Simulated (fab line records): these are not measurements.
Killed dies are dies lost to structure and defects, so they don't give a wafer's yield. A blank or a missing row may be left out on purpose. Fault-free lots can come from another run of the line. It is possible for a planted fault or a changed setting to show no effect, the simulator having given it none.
The tool behind it: which one? :: flow nandHarc :: 11 lots with 33 wafers sampled at 6 steps, on a route of 1159 steps

WHAT EACH GAUGE READ, for each wafer
NHARC_P_M2_OVL_MEAS_10: pitch 340 nm. Usual: overlayXNm 0.2 nm, standard deviation 0.79; overlayYNm 0.0 nm, standard deviation 0.82.
lot: L178
measured: day 6 05:08
on: overlay-01
overlayXNm (nm): -0.9 -0.4 -0.4
overlayYNm (nm): -0.8 -0.7 -0.6
flag: 

lot: L181
measured: day 7 06:14
on: overlay-02
overlayXNm (nm): 0.8 1.0 0.8
overlayYNm (nm): 0.3 0.2 0.4
flag: 

lot: L182
measured: day 7 06:50
on: overlay-01
overlayXNm (nm): 0.5 0.5 1.3
overlayYNm (nm): -0.6 0.0 -0.3
flag: 

lot: L186
measured: day 8 01:02
on: overlay-01
overlayXNm (nm): 0.1 -0.1 -0.3
overlayYNm (nm): -0.2 0.1 -0.1
flag: 

lot: L185
measured: day 8 08:40
on: overlay-01
overlayXNm (nm): 0.5 0.8 0.9
overlayYNm (nm): -1.6 -1.2 -0.7
flag: 

lot: L187
measured: day 8 14:01
on: overlay-01
overlayXNm (nm): -0.4 -0.5 -0.1
overlayYNm (nm): 0.9 0.6 0.5
flag: 

lot: L192
measured: day 9 22:51
on: overlay-01
overlayXNm (nm): -0.1 -0.2 -0.1
overlayYNm (nm): 0.5 0.0 0.5
flag: 

lot: L195
measured: day 10 14:26
on: overlay-01
overlayXNm (nm): 0.9 1.4 1.3
overlayYNm (nm): 0.1 -0.2 -0.3
flag: 

lot: L198
measured: day 10 22:13
on: overlay-01
overlayXNm (nm): -0.5 0.1 0.0
overlayYNm (nm): -1.4 -1.6 -1.4
flag: 

lot: L197
measured: day 11 07:37
on: overlay-02
overlayXNm (nm): 0.0 0.2 0.1
overlayYNm (nm): 0.5 1.0 0.2
flag: 

lot: L201
measured: day 11 23:43
on: overlay-02
overlayXNm (nm): 0.7 0.8 0.5
overlayYNm (nm): 0.0 -0.4 -0.4
flag: 

NHARC_END_SORT_01. Usual: defectLimitedYield 95.4 %, standard deviation 1.7; killedAtArray 27, standard deviation 12; killedAtOther 0.9, standard deviation 1.1; killedAtPeriphery 3.2, standard deviation 2.4; killedDies 31, standard deviation 12; killedOpen 3.3, standard deviation 1.7; killedShort 2.0, standard deviation 1.6; sort_bin_2_pct 1.5 %, standard deviation 0.74; sort_bin_3_pct 0.25 %, standard deviation 0.22; sort_bin_4_pct 2.9 %, standard deviation 1.1; sortNPass 646, standard deviation 12; sortRimYieldPct 97.2 %, standard deviation 1.8; sortYieldPct 95.4 %, standard deviation 1.7.
lot: L201
measured: day 27 02:01
on: prober-02
defectLimitedYield (%): 96.2 97.0 95.3
killedAtArray: 21 17 23
killedAtOther: 3 0 5
killedAtPeriphery: 2 3 4
killedDies: 26 20 32
killedOpen: 1 2 4
killedShort: 5 0 2
sort_bin_2_pct (%): 0.6 0.6 2.2
sort_bin_3_pct (%): 0.30 0.15 0.15
sort_bin_4_pct (%): 3.0 2.2 2.4
sortNPass: 651 657 645
sortRimYieldPct (%): 95.3 99.1 100.0
sortYieldPct (%): 96.2 97.0 95.3
flag: 

WHICH TOOL RAN EACH LOT (tool, then ch and the chambers of the sampled wafers, then the start)
lot: L178
NHARC_P_M2_DESCUM_14: rieDiel-03 ch 0,1, day 6 05:15
NHARC_P_M2_ETCH_28: rieDiel-11 ch 1,2, day 6 06:41 or earlier
NHARC_P_M2_ECD_22: ecdCu-02 ch 0,1, day 6 06:41
NHARC_P_M2_CMP_23: cmp-03 ch 0,1, day 6 07:25

lot: L181
NHARC_P_M2_DESCUM_14: rieDiel-03 ch 0,1,3, day 7 06:22
NHARC_P_M2_ETCH_28: rieDiel-03 ch 0,1, day 7 07:52 or earlier
NHARC_P_M2_ECD_22: ecdCu-02 ch 0,1, day 7 07:52
NHARC_P_M2_CMP_23: cmp-02 ch 0,3, day 7 08:33

lot: L182
NHARC_P_M2_DESCUM_14: rieDiel-03 ch 0,1,2, day 7 06:57
NHARC_P_M2_ETCH_28: rieDiel-03 ch 0,1,3, day 7 08:23 or earlier
NHARC_P_M2_ECD_22: ecdCu-01 ch 0, day 7 08:23
NHARC_P_M2_CMP_23: cmp-01 ch 0,2,3, day 7 09:05

lot: L186
NHARC_P_M2_DESCUM_14: rieDiel-03 ch 2,3, day 8 01:08
NHARC_P_M2_ETCH_28: rieDiel-13 ch 0,2,3, day 8 02:40 or earlier
NHARC_P_M2_ECD_22: ecdCu-01 ch 0,1, day 8 02:40
NHARC_P_M2_CMP_23: cmp-03 ch 0,2,3, day 8 04:22

lot: L185
NHARC_P_M2_DESCUM_14: rieDiel-13 ch 0,1,2, day 8 08:47
NHARC_P_M2_ETCH_28: rieDiel-13 ch 0,1,2, day 8 10:19 or earlier
NHARC_P_M2_ECD_22: ecdCu-01 ch 0,1, day 8 10:19
NHARC_P_M2_CMP_23: cmp-02 ch 1,2, day 8 10:53

lot: L187
NHARC_P_M2_DESCUM_14: rieDiel-03 ch 2,3, day 8 14:07
NHARC_P_M2_ETCH_28: rieDiel-03 ch 1,2,3, day 8 15:53 or earlier
NHARC_P_M2_ECD_22: ecdCu-01 ch 0,1, day 8 15:53
NHARC_P_M2_CMP_23: cmp-01 ch 0,1, day 8 17:30

lot: L192
NHARC_P_M2_DESCUM_14: rieDiel-13 ch 0,3, day 9 22:58
NHARC_P_M2_ETCH_28: rieDiel-13 ch 0,1,2, day 10 00:20 or earlier
NHARC_P_M2_ECD_22: ecdCu-02 ch 0,1, day 10 00:20
NHARC_P_M2_CMP_23: cmp-03 ch 0,2,3, day 10 01:40

lot: L195
NHARC_P_M2_DESCUM_14: rieDiel-11 ch 0,1,2, day 10 14:33
NHARC_P_M2_ETCH_28: rieDiel-03 ch 0,1,2, day 10 16:04 or earlier
NHARC_P_M2_ECD_22: ecdCu-02 ch 0,1, day 10 16:04
NHARC_P_M2_CMP_23: cmp-03 ch 0,1,2, day 10 16:41

lot: L198
NHARC_P_M2_DESCUM_14: rieDiel-03 ch 0,2, day 10 22:20
NHARC_P_M2_ETCH_28: rieDiel-13 ch 1,2,3, day 10 23:49 or earlier
NHARC_P_M2_ECD_22: ecdCu-01 ch 0,1, day 10 23:49
NHARC_P_M2_CMP_23: cmp-02 ch 0,1,2, day 11 00:38

lot: L197
NHARC_P_M2_DESCUM_14: rieDiel-03 ch 0,2,3, day 11 07:43
NHARC_P_M2_ETCH_28: rieDiel-11 ch 0,1,2, day 11 09:18 or earlier
NHARC_P_M2_ECD_22: ecdCu-02 ch 0,1, day 11 09:18
NHARC_P_M2_CMP_23: cmp-02 ch 0,2,3, day 11 10:00

lot: L201
NHARC_P_M2_DESCUM_14: rieDiel-03 ch 1,2,3, day 11 23:49
NHARC_P_M2_ETCH_28: rieDiel-03 ch 0,3, day 12 01:11 or earlier
NHARC_P_M2_ECD_22: ecdCu-01 ch 0,1, day 12 01:11
NHARC_P_M2_CMP_23: cmp-02 ch 0,1,3, day 12 01:55
- NHARC_P_M2_DESCUM_14: chemistry O2, time 3 s.
- NHARC_P_M2_ETCH_28: etches the open film in CF4/N2, target depth 30 nm, time 72.99 s.
- NHARC_P_M2_ECD_22: material Cu, target thk 400 nm.
- NHARC_P_M2_CMP_23: polishes, t overpolish 20 s, target thk 144.3 nm.

WHAT THE TOOLS THEMSELVES READ (means of the sampled wafers that have a number; where no wafer has one, the mark that the record gives instead)
NHARC_P_M2_DESCUM_14. Usual: drypumpMotorCurrentA 5.8 A, standard deviation 0.33; oesProductAu 1.002 a.u., standard deviation 0.011; rfVppV 57.9 V, standard deviation 0.94; showerheadPlenumPTorr 1.92 Torr, standard deviation 0.074; throttleValvePct 11.312 %, standard deviation 0.0081.
lot: L178
tool: rieDiel-03
drypumpMotorCurrentA (A): 6.1
oesProductAu (a.u.): 1.005
rfVppV (V): 57.9
showerheadPlenumPTorr (Torr): 1.95
throttleValvePct (%): 11.309
flag: 

lot: L181
tool: rieDiel-03
drypumpMotorCurrentA (A): 5.9
oesProductAu (a.u.): 1.016
rfVppV (V): 58.7
showerheadPlenumPTorr (Torr): 1.96
throttleValvePct (%): 11.310
flag: 

lot: L182
tool: rieDiel-03
drypumpMotorCurrentA (A): 5.9
oesProductAu (a.u.): 1.000
rfVppV (V): 56.8
showerheadPlenumPTorr (Torr): 1.91
throttleValvePct (%): 11.308
flag: 

lot: L186
tool: rieDiel-03
drypumpMotorCurrentA (A): 5.7
oesProductAu (a.u.): 1.005
rfVppV (V): 58.4
showerheadPlenumPTorr (Torr): 1.89
throttleValvePct (%): 11.311
flag: 

lot: L185
tool: rieDiel-13
drypumpMotorCurrentA (A): 5.6
oesProductAu (a.u.): 1.001
rfVppV (V): 58.7
showerheadPlenumPTorr (Torr): 1.90
throttleValvePct (%): 11.308
flag: 

lot: L187
tool: rieDiel-03
drypumpMotorCurrentA (A): 5.7
oesProductAu (a.u.): 1.009
rfVppV (V): 56.8
showerheadPlenumPTorr (Torr): 1.89
throttleValvePct (%): 11.318
flag: 

lot: L192
tool: rieDiel-13
drypumpMotorCurrentA (A): 6.0
oesProductAu (a.u.): 0.994
rfVppV (V): 57.8
showerheadPlenumPTorr (Torr): 1.97
throttleValvePct (%): 11.318
flag: 

lot: L195
tool: rieDiel-11
drypumpMotorCurrentA (A): 5.6
oesProductAu (a.u.): 0.989
rfVppV (V): 56.6
showerheadPlenumPTorr (Torr): 1.91
throttleValvePct (%): 11.312
flag: 

lot: L198
tool: rieDiel-03
drypumpMotorCurrentA (A): 6.1
oesProductAu (a.u.): 1.013
rfVppV (V): 57.8
showerheadPlenumPTorr (Torr): 1.87
throttleValvePct (%): 11.317
flag: 

lot: L197
tool: rieDiel-03
drypumpMotorCurrentA (A): 5.9
oesProductAu (a.u.): 1.001
rfVppV (V): 58.4
showerheadPlenumPTorr (Torr): 1.88
throttleValvePct (%): 11.301
flag: 

lot: L201
tool: rieDiel-03
drypumpMotorCurrentA (A): 5.7
oesProductAu (a.u.): 0.992
rfVppV (V): 57.8
showerheadPlenumPTorr (Torr): 1.92
throttleValvePct (%): 11.313
flag: 

NHARC_P_M2_ETCH_28. Usual: drypumpMotorCurrentA 5.8 A, standard deviation 0.35; n2FlowSccm 99.9 sccm, standard deviation 0.32; oesProductAu 1.000 a.u., standard deviation 0.012; rfVppV 314.4 V, standard deviation 1.9; showerheadPlenumPTorr 2.64 Torr, standard deviation 0.1; throttleValvePct 19.794 %, standard deviation 0.0089.
lot: L178
tool: rieDiel-11
drypumpMotorCurrentA (A): 5.5
n2FlowSccm (sccm): 99.8
oesProductAu (a.u.): 0.991
rfVppV (V): 312.5
showerheadPlenumPTorr (Torr): 2.57
throttleValvePct (%): 19.790
flag: 

lot: L181
tool: rieDiel-03
drypumpMotorCurrentA (A): 5.9
n2FlowSccm (sccm): 99.8
oesProductAu (a.u.): 1.012
rfVppV (V): 315.8
showerheadPlenumPTorr (Torr): 2.72
throttleValvePct (%): 19.803
flag: 

lot: L182
tool: rieDiel-03
drypumpMotorCurrentA (A): 5.9
n2FlowSccm (sccm): 100.0
oesProductAu (a.u.): 1.014
rfVppV (V): 315.2
showerheadPlenumPTorr (Torr): 2.68
throttleValvePct (%): 19.794
flag: 

lot: L186
tool: rieDiel-13
drypumpMotorCurrentA (A): 5.9
n2FlowSccm (sccm): 100.1
oesProductAu (a.u.): 0.993
rfVppV (V): 314.4
showerheadPlenumPTorr (Torr): 2.63
throttleValvePct (%): 19.793
flag: 

lot: L185
tool: rieDiel-13
drypumpMotorCurrentA (A): 5.6
n2FlowSccm (sccm): 100.0
oesProductAu (a.u.): 0.994
rfVppV (V): 313.6
showerheadPlenumPTorr (Torr): 2.61
throttleValvePct (%): 19.794
flag: 

lot: L187
tool: rieDiel-03
drypumpMotorCurrentA (A): 5.7
n2FlowSccm (sccm): 100.2
oesProductAu (a.u.): 1.004
rfVppV (V): 315.3
showerheadPlenumPTorr (Torr): 2.64
throttleValvePct (%): 19.788
flag: 

lot: L192
tool: rieDiel-13
drypumpMotorCurrentA (A): 5.6
n2FlowSccm (sccm): 100.3
oesProductAu (a.u.): 0.989
rfVppV (V): 314.1
showerheadPlenumPTorr (Torr): 2.61
throttleValvePct (%): 19.794
flag: 

lot: L195
tool: rieDiel-03
drypumpMotorCurrentA (A): 5.9
n2FlowSccm (sccm): 99.9
oesProductAu (a.u.): 1.007
rfVppV (V): 314.3
showerheadPlenumPTorr (Torr): 2.62
throttleValvePct (%): 19.787
flag: 

lot: L198
tool: rieDiel-13
drypumpMotorCurrentA (A): 5.8
n2FlowSccm (sccm): 99.8
oesProductAu (a.u.): 0.997
rfVppV (V): 314.6
showerheadPlenumPTorr (Torr): 2.64
throttleValvePct (%): 19.794
flag: 

lot: L197
tool: rieDiel-11
drypumpMotorCurrentA (A): 5.6
n2FlowSccm (sccm): 99.8
oesProductAu (a.u.): 1.001
rfVppV (V): 313.5
showerheadPlenumPTorr (Torr): 2.62
throttleValvePct (%): 19.797
flag: 

lot: L201
tool: rieDiel-03
drypumpMotorCurrentA (A): 6.0
n2FlowSccm (sccm): 100.5
oesProductAu (a.u.): 1.014
rfVppV (V): 314.6
showerheadPlenumPTorr (Torr): 2.63
throttleValvePct (%): 19.807
flag: 

NHARC_P_M2_CMP_23. Usual: edgeZonePressureFrac 1.000, standard deviation 0.0052; motorCurrentA 11.8 A, standard deviation 0.98; timeToEndpointS 30 s, standard deviation 3.5.
lot: L178
tool: cmp-03
edgeZonePressureFrac: 0.995
motorCurrentA (A): 11.5
timeToEndpointS (s): 29
flag: 

lot: L181
tool: cmp-02
edgeZonePressureFrac: 1.003
motorCurrentA (A): 11.4
timeToEndpointS (s): 31
flag: 

lot: L182
tool: cmp-01
edgeZonePressureFrac: 0.998
motorCurrentA (A): 12.4
timeToEndpointS (s): 31
flag: 

lot: L186
tool: cmp-03
edgeZonePressureFrac: 0.999
motorCurrentA (A): 12.5
timeToEndpointS (s): 53
flag: OFF

lot: L185
tool: cmp-02
edgeZonePressureFrac: 1.000
motorCurrentA (A): 11.9
timeToEndpointS (s): 33
flag: 

lot: L187
tool: cmp-01
edgeZonePressureFrac: 1.000
motorCurrentA (A): 11.9
timeToEndpointS (s): 64
flag: OFF

lot: L192
tool: cmp-03
edgeZonePressureFrac: 1.000
motorCurrentA (A): 12.0
timeToEndpointS (s): 57
flag: OFF

lot: L195
tool: cmp-03
edgeZonePressureFrac: 0.999
motorCurrentA (A): 12.4
timeToEndpointS (s): 30
flag: 

lot: L198
tool: cmp-02
edgeZonePressureFrac: 1.002
motorCurrentA (A): 11.4
timeToEndpointS (s): 34
flag: 

lot: L197
tool: cmp-02
edgeZonePressureFrac: 1.010
motorCurrentA (A): 11.0
timeToEndpointS (s): 30
flag: 

lot: L201
tool: cmp-02
edgeZonePressureFrac: 0.997
motorCurrentA (A): 11.4
timeToEndpointS (s): 31
flag: 

THE ANSWER, worked out from the rows above alone
Rule: take the mean of a lot's wafers that have a number; if it is more than 3 standard deviations from the usual mean, the lot is off. A lot without any number at a reading at which 4 lots or more have one is off too. All remaining lots with rows at the step are treated as sound. Order of review: gauges by route order, followed by the tools' own readings, for which a lot's mean as printed above is used. At the first step where some lot is off, the reading lying furthest off is the one used; lots without a number count as furthest.
Off at NHARC_P_M2_CMP_23 (timeToEndpointS): L186, L187, L192.
A tool fits if, at that step or a process step before it, it ran every lot that is off, and no sound lot after the first of them. Because NHARC_P_M2_ETCH_28 lacks a start for some lots, the hours and order of its lots are taken from NHARC_P_M2_ECD_22. Of those tried, none fits.

WHAT HAD BEEN PUT IN BY THE SIMULATOR
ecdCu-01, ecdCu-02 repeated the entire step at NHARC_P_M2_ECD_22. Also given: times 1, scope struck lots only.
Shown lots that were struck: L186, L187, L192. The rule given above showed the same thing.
